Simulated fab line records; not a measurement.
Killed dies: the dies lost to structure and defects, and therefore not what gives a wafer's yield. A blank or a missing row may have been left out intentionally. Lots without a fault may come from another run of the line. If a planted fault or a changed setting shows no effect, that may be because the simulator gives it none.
Matching of chambers | flow n5Finfet | N5_MOL_CONTACT_COAG_ETCH_67 on rieDiel-04: 4 sister chambers
The step etches SOC in N2/H2, target depth 60 nm, overetch 21 nm, time 101.2 s. 4 wafers are shown with their chamber, then 8 later ones without.

## WAFERS PAIRED WITH THEIR CHAMBERS
wafer  | chamber | drypumpMotorCurrentA (A)
L081.4 | 0       | 5.2
L085.5 | 2       | 5.8
L086.4 | 3       | 6.5
L094.3 | 1       | 5.4

## WAFERS WITH NO CHAMBER GIVEN
wafer  | drypumpMotorCurrentA (A)
L094.5 | 5.4
L094.6 | 5.2
L095.1 | 5.3
L095.3 | 6.5
L095.6 | 5.3
L096.1 | 6.5
L096.4 | 6.5
L096.5 | 5.2

## THE CHAMBER EACH PASSED THROUGH
wafer  | from the rows above     | in truth
L094.5 | 1                       | 1
L094.6 | 0                       | 0
L095.1 | can't be placed: 0 or 1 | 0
L095.3 | 3                       | 3
L095.6 | can't be placed: 0 or 1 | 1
L096.1 | 3                       | 3
L096.4 | 3                       | 3
L096.5 | 0                       | 0
Correct placement for 6 of the 8. Can't be placed from these rows: 2 (the true chamber is among the candidates in 2). Number placed wrongly: 0.
How it was worked out, from the rows above alone: a wafer's distance from a chamber is the root of the sum, over the readings, of the square of ((its reading less the chamber's mean) divided by the reading's scatter). If the next closest chamber is less than 2 further off than the closest, the wafer can't be placed; otherwise it belongs to the closest. For every chamber, the mean is computed from those of its wafers that are shown. The scatter: root of mean squared gap, hidden wafer to nearest shown wafer, with one shown wafer a chamber.
